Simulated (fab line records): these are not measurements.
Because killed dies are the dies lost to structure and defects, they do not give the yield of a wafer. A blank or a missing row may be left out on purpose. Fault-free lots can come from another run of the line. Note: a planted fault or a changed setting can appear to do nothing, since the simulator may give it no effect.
Matching of chambers | flow nand-harc | NHARC_A_STAIRCASE_DEP_417 on pecvd-02: 3 sister chambers
The step deposits Si3N4, target thk 60 nm. 14 wafers are shown with their chamber, then 7 later ones without.

## EACH WAFER AND ITS CHAMBER
wafer  | chamber | heater-power-w (W)
L074.1 | 0       | 757
L074.5 | 1       | 770
L074.6 | 0       | 762
L078.1 | 2       | 824
L078.2 | 1       | 708
L078.6 | 0       | 679
L076.2 | 0       | 761
L076.4 | 2       | 692
L076.6 | 1       | 762
L080.2 | 2       | 790
L080.5 | 1       | 758
L080.6 | 0       | 683
L093.1 | 0       | 792
L093.2 | 2       | 759

SIGNATURES, as means of the wafers listed above
reading        | chamber 0 | chamber 1 | chamber 2 | scatter within a chamber
heater-power-w | 739.00    | 749.50    | 766.25    | 45.4
Rule: for a wafer and a chamber, the distance is found by dividing, reading by reading, the gap between the wafer's reading and the chamber's mean by the reading's scatter, squaring, summing and taking the root. The wafer belongs to the nearest chamber; if the next one is less than 2 further off, it can't be placed. The scatter: take each reading less its chamber's mean, square it, sum over the shown wafers, divide by the number of wafers less the number of chambers, and take the root.

## WAFERS WITHOUT THEIR CHAMBER
wafer  | heater-power-w (W)
L093.4 | 641
L096.3 | 699
L096.4 | 730
L096.6 | 776
L097.3 | 686
L097.5 | 674
L097.6 | 768

## THE CHAMBER EACH PASSED THROUGH
wafer  | from the rows above          | in truth
L093.4 | can't be placed: 0 or 1 or 2 | 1
L096.3 | can't be placed: 0 or 1 or 2 | 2
L096.4 | can't be placed: 0 or 1 or 2 | 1
L096.6 | can't be placed: 2 or 1 or 0 | 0
L097.3 | can't be placed: 0 or 1 or 2 | 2
L097.5 | can't be placed: 0 or 1 or 2 | 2
L097.6 | can't be placed: 2 or 1 or 0 | 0
Correct placement for 0 of the 7. Cannot be placed on the basis of these rows: 7; the candidates contain the true chamber in 7. 0 placed wrongly.
